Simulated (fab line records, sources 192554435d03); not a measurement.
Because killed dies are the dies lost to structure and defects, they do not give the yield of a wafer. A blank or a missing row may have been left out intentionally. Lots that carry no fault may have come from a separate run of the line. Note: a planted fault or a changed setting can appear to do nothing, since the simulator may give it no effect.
Which tool did it? + flow n5 finfet + 6 lots, 18 wafers sampled, at 1 step of a route of 1938

WHAT THE GAUGES READ, wafer by wafer
N5_MOL_CONTACT_COAG_INSPECT_42: inspects for defects (brightfield).
| lot  | measured     | on                | raw defect count |
|------|--------------|-------------------|------------------|
| L183 | day 5 18:58  | defect inspect-02 | 247 196 148      |
| L185 | day 6 04:01  | defect inspect-01 | 236 150 192      |
| L188 | day 7 09:05  | defect inspect-02 | 206 180 266      |
| L191 | day 7 17:52  | defect inspect-02 | 115 192 161      |
| L193 | day 8 05:34  | defect inspect-02 | 246 273 272      |
| L203 | day 10 16:54 | defect inspect-01 | 240 220 237      |

TOOL THAT RAN EACH LOT (tool first, then ch and the chambers of the sampled wafers, then the start)
Before these readings, the record contains no process step.

THE ANSWER, worked out from the rows above alone
Rule: the usual values come from the lots themselves. Put in order of their means at a reading, lots are off if they are a third of the lots or fewer, leave a main group of 4 or more, and stand apart from it by a gap of 3 or more times the standard deviation of the main group's means; of several such gaps the widest counts. The tables above print the reading to a certain number of digits; a main group whose means all agree to those digits is not used. Also off: a lot with no number at a reading for which 4 or more lots have one. All remaining lots with rows at the step are treated as sound.
No lot is off on any of the readings shown, so nothing can be concluded from this.

WHAT HAD BEEN PUT IN BY THE SIMULATOR
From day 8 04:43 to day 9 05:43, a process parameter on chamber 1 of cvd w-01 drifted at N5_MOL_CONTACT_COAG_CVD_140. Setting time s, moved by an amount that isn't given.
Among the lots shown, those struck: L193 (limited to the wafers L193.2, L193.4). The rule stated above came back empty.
